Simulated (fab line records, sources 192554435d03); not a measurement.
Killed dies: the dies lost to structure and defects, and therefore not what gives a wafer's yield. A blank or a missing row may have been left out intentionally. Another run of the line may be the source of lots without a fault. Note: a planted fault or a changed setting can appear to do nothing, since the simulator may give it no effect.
Which tool was responsible?	flow n5Finfet	9 lots, 27 wafers sampled, at 6 steps of a route of 1938

== WHAT EACH GAUGE READ, for each wafer ==
N5_FIN_SAQP_CD_MEAS_27: the cd target is 20 nm. Usual: cdNm at 20.33 nm, with a standard deviation of 0.22.
lot	measured	on	cdNm (nm)	flag
L766	day 2 12:05	cdSem-03	20.49 20.22 20.39	
L774	day 4 12:35	cdSem-01	20.60 20.30 20.00	
L775	day 4 18:22	cdSem-03	20.81 20.60 20.56	
L776	day 5 00:14	cdSem-01	20.57 20.61 20.45	
L778	day 5 11:25	cdSem-01	20.00 20.66 20.31	
L780	day 6 00:37	cdSem-02	20.62 20.09 20.50	
L781	day 6 08:02	cdSem-01	20.26 20.73 20.41	
L786	day 7 12:07	cdSem-02	20.14 19.92 19.99	
L787	day 7 18:11	cdSem-01	20.33 20.43 20.57	

N5_BEOL_M4_RC_MEAS_101. Usual: DIBL_N 35.7 mV/V, standard deviation 1.3; DIBL_P 36.0 mV/V, standard deviation 1.6; IOFF_N 0.154 nA/um, standard deviation 0.025; IOFF_P 0.21 nA/um, standard deviation 0.034; ION_N 675 uA/um, standard deviation 9.7; ION_P 465 uA/um, standard deviation 7.4; SS_N 71.3 mV/dec, standard deviation 0.55; SS_P 73.1 mV/dec, standard deviation 0.52; VT_N 250 mV, standard deviation 3; VT_P -249 mV, standard deviation 3.6.
lot	measured	on	DIBL_N (mV/V)	DIBL_P (mV/V)	IOFF_N (nA/um)	IOFF_P (nA/um)	ION_N (uA/um)	ION_P (uA/um)	SS_N (mV/dec)	SS_P (mV/dec)	VT_N (mV)	VT_P (mV)	flag
L766	day 8 12:58	prober-02	36.9 35.7 36.6	37.2 36.3 36.6	0.169 0.149 0.161	0.21 0.19 0.20	677 678 678	463 464 460	71.0 71.1 71.0	74.0 72.9 73.4	245 250 247	-251 -253 -251	
L774	day 10 14:38	prober-01	34.9 36.1 35.3	35.9 37.8 36.1	0.144 0.166 0.151	0.19 0.22 0.20	673 676 668	467 463 462	70.7 71.9 71.2	72.8 73.1 73.0	250 250 250	-250 -248 -247	
L775	day 10 22:56	prober-02	35.9 34.9 35.0	37.3 35.9 35.3	0.176 0.155 0.148	0.24 0.21 0.20	674 676 672	465 472 462	72.0 71.5 72.2	73.6 73.7 73.0	244 248 250	-248 -252 -246	
L776	day 10 20:22	prober-01	36.0 37.6 37.0	35.1 36.9 36.3	0.139 0.168 0.163	0.18 0.21 0.19	672 673 688	457 456 459	70.8 71.1 71.6	74.2 73.6 74.2	253 249 248	-255 -254 -254	
L778	day 11 02:43	prober-02	37.6 37.9 38.0	37.7 37.9 38.6	0.174 0.182 0.188	0.25 0.23 0.26	689 676 684	475 463 474	71.1 71.7 72.4	72.6 73.7 73.0	246 247 247	-246 -249 -246	
L780	day 12 06:58	prober-01	36.6 34.5 34.5	38.3 36.1 36.4	0.188 0.150 0.148	0.24 0.21 0.21	686 688 682	466 475 471	71.6 71.1 71.5	73.6 73.3 73.9	245 248 247	-246 -248 -247	
L781	day 12 14:13	prober-01	36.4 36.2 36.6	36.2 36.4 36.3	0.179 0.176 0.181	0.23 0.23 0.24	686 681 685	469 473 471	71.7 71.3 71.3	73.4 73.6 73.3	248 246 247	-246 -247 -245	
L786	day 13 16:16	prober-01	35.1 36.5 37.9	33.1 34.6 36.6	0.124 0.139 0.169	0.19 0.22 0.24	674 666 680	470 469 476	70.4 71.8 71.0	71.9 71.9 73.1	252 251 245	-249 -246 -246	
L787	day 13 14:23	prober-02	36.9 36.3 37.2	35.3 35.5 36.2	0.160 0.151 0.168	0.20 0.19 0.21	671 673 680	459 467 459	71.9 71.9 71.7	72.7 72.9 73.7	249 249 249	-252 -252 -251	

== WHAT TOOL EACH LOT RAN ON (gives the tool, then ch and the chambers of the sampled wafers, and finally the start) ==
lot	N5_FIN_SAQP_ETCH_65	N5_FIN_SAQP_MANDREL_ETCH_58	N5_FIN_SAQP_RECESS_71	N5_FIN_SAQP_HM_OPEN_33
L766	rieSi-04 ch 0,3, day 2 12:16	rieSi-04 ch 0,3, day 2 12:17	vaporEtch-02 ch 0,1, day 2 12:59	rieDiel-03 ch 1,3, day 2 13:42
L774	rieSi-04 ch 0,1,2, day 4 12:44	rieSi-04 ch 0,1,2, day 4 12:46	vaporEtch-02 ch 0,1, day 4 13:34	rieDiel-03 ch 0,1, day 4 14:37
L775	rieSi-04 ch 2,3, day 4 18:33	rieSi-04 ch 2,3, day 4 18:35	vaporEtch-01 ch 0,1, day 4 19:26	rieDiel-01 ch 1,2, day 4 20:07
L776	rieSi-04 ch 1,2,3, day 5 00:28	rieSi-04 ch 1,2,3, day 5 00:30	vaporEtch-02 ch 0,1, day 5 01:11	rieDiel-03 ch 0,1,3, day 5 03:42
L778	rieSi-01 ch 1,2,3, day 5 11:34	rieSi-01 ch 1,2,3, day 5 11:37	vaporEtch-01 ch 0, day 5 12:18	rieDiel-01 ch 0,2, day 5 13:01
L780	rieSi-04 ch 1,2,3, day 6 01:13	rieSi-04 ch 1,2,3, day 6 01:15	vaporEtch-01 ch 0,1, day 6 02:12	rieDiel-04 ch 0,1,2, day 6 04:02
L781	rieSi-04 ch 1,2,3, day 6 08:14	rieSi-04 ch 1,2,3, day 6 08:17	vaporEtch-01 ch 0,1, day 6 08:59	rieDiel-04 ch 0,2,3, day 6 10:05
L786	rieSi-01 ch 1,3, day 7 12:16	rieSi-01 ch 1,3, day 7 12:18	vaporEtch-01 ch 0,1, day 7 13:09	rieDiel-03 ch 0,1,3, day 7 14:17
L787	rieSi-06 ch 0,2,3, day 7 18:21	rieSi-06 ch 0,2,3, day 7 18:23	vaporEtch-02 ch 0,1, day 7 19:08	rieDiel-04 ch 1,2,3, day 7 19:51
- N5_FIN_SAQP_ETCH_65: etches SiO2 in CF4, target depth 4 nm, time 4.4 s.
- N5_FIN_SAQP_MANDREL_ETCH_58: etches a-Si in HBr/Cl2, stops on SiNx, target depth 45 nm, bt time 10 s, time 27 s.
- N5_FIN_SAQP_RECESS_71: chemistry HF/NH3, target SiO2, target depth 3 nm, afs cycles 1, sublimation time 60 s.
- N5_FIN_SAQP_HM_OPEN_33: chemistry CH3F/O2, target SiNx, target depth 49.4 nm, time 70.6 s.

== AS READ BY THE TOOLS THEMSELVES (means over the sampled wafers that have a number; for cases with no such wafer, the mark the record gives instead) ==
N5_FIN_SAQP_ETCH_65. Usual: drypumpMotorCurrentA 5.7 A, standard deviation 0.5; oesProductAu 1.001 a.u., standard deviation 0.014; throttleValvePct 21.71 %, standard deviation 0.13.
lot	tool	drypumpMotorCurrentA (A)	oesProductAu (a.u.)	throttleValvePct (%)	flag
L766	rieSi-04	5.7	1.024	21.71	
L774	rieSi-04	5.9	0.990	21.80	
L775	rieSi-04	5.9	1.015	21.76	
L776	rieSi-04	5.9	0.995	21.81	
L778	rieSi-01	5.9	1.010	21.69	
L780	rieSi-04	5.9	0.987	21.81	
L781	rieSi-04	5.9	0.991	21.81	
L786	rieSi-01	5.8	1.015	21.56	
L787	rieSi-06	5.4	1.000	21.65	

N5_FIN_SAQP_MANDREL_ETCH_58. Usual: drypumpMotorCurrentA 5.7 A, standard deviation 0.5; mfcCl2Sccm 80.01 sccm, standard deviation 0.28; oesProductAu 0.697 a.u., standard deviation 0.014; throttleValvePct 35.43 %, standard deviation 0.12.
lot	tool	drypumpMotorCurrentA (A)	mfcCl2Sccm (sccm)	oesProductAu (a.u.)	throttleValvePct (%)	flag
L766	rieSi-04	5.7	80.02	0.720	35.35	
L774	rieSi-04	5.9	79.93	0.696	35.51	
L775	rieSi-04	5.9	80.11	0.710	35.41	
L776	rieSi-04	5.9	79.73	0.695	35.49	
L778	rieSi-01	5.9	80.10	0.691	35.39	
L780	rieSi-04	5.9	79.82	0.696	35.49	
L781	rieSi-04	5.9	80.03	0.692	35.49	
L786	rieSi-01	5.8	80.11	0.702	35.26	
L787	rieSi-06	5.4	80.07	0.699	35.40	

N5_FIN_SAQP_RECESS_71. Usual: drypumpMotorCurrentA at 5.69 A, with a standard deviation of 0.28.
lot	tool	drypumpMotorCurrentA (A)	flag
L766	vaporEtch-02	5.99	
L774	vaporEtch-02	5.97	
L775	vaporEtch-01	5.54	
L776	vaporEtch-02	6.02	
L778	vaporEtch-01	5.31	
L780	vaporEtch-01	5.41	
L781	vaporEtch-01	5.42	
L786	vaporEtch-01	5.51	
L787	vaporEtch-02	5.99	

N5_FIN_SAQP_HM_OPEN_33. Usual: CH3F_flow_sccm 30.00 sccm, standard deviation 0.093; drypumpMotorCurrentA 5.8 A, standard deviation 0.42; etchRfOnTimeS 69.0 s, standard deviation 1.2; mfcArSccm 150.0 sccm, standard deviation 0.42; oesProductAu 0.67 a.u., standard deviation 0.07; rfVppV 298.7 V, standard deviation 2.2; showerheadPlenumPTorr 1.99 Torr, standard deviation 0.052; throttleValvePct 16.33 %, standard deviation 0.25.
lot	tool	CH3F_flow_sccm (sccm)	drypumpMotorCurrentA (A)	etchRfOnTimeS (s)	mfcArSccm (sccm)	oesProductAu (a.u.)	rfVppV (V)	showerheadPlenumPTorr (Torr)	throttleValvePct (%)	flag
L766	rieDiel-03	30.09	5.4	70.1	150.3	0.61	297.1	2.04	16.55	
L774	rieDiel-03	29.92	6.0	69.6	149.7	0.74	298.5	1.97	16.17	
L775	rieDiel-01	29.96	6.1	67.5	149.8	0.75	301.3	2.03	16.43	
L776	rieDiel-03	29.98	5.7	61.0	149.8	0.66	297.8	2.00	16.39	OFF
L778	rieDiel-01	30.06	5.9	68.4	150.0	0.66	299.1	2.01	16.30	
L780	rieDiel-04	30.03	5.4	61.5	150.2	0.65	297.4	1.97	16.35	OFF
L781	rieDiel-04	29.98	5.6	61.5	150.3	0.68	298.1	1.93	16.21	OFF
L786	rieDiel-03	29.99	5.7	68.8	149.6	0.66	296.5	2.00	16.41	
L787	rieDiel-04	29.93	5.6	69.6	149.5	0.63	298.0	1.97	16.20	

== THE ANSWER, worked out from the rows above alone ==
Rule: a lot counts as off when the mean over its wafers that have a number is more than 3 standard deviations away from the usual mean. A lot without any number at a reading at which 4 lots or more have one is off too. All remaining lots with rows at the step are treated as sound. First the gauges in route order, then the tools' own readings, where a lot's mean is used as printed above. The first step at which some lot is off is used, and at that step the reading that is off furthest; a lot without a number counts as furthest.
Off, at N5_FIN_SAQP_HM_OPEN_33 on etchRfOnTimeS: L776, L780, L781.
A tool fits if, at that step or a process step before it, it ran every lot that is off, and no sound lot after the first of them. One candidate fits, namely rieSi-04 at N5_FIN_SAQP_ETCH_65 and N5_FIN_SAQP_MANDREL_ETCH_58. At N5_FIN_SAQP_ETCH_65 its last sound lot is L775 (day 4 18:33), its first lot that is off L776 (day 5 00:28): a fault that began between those two fits.

== WHAT THE SIMULATOR HAD PUT IN ==
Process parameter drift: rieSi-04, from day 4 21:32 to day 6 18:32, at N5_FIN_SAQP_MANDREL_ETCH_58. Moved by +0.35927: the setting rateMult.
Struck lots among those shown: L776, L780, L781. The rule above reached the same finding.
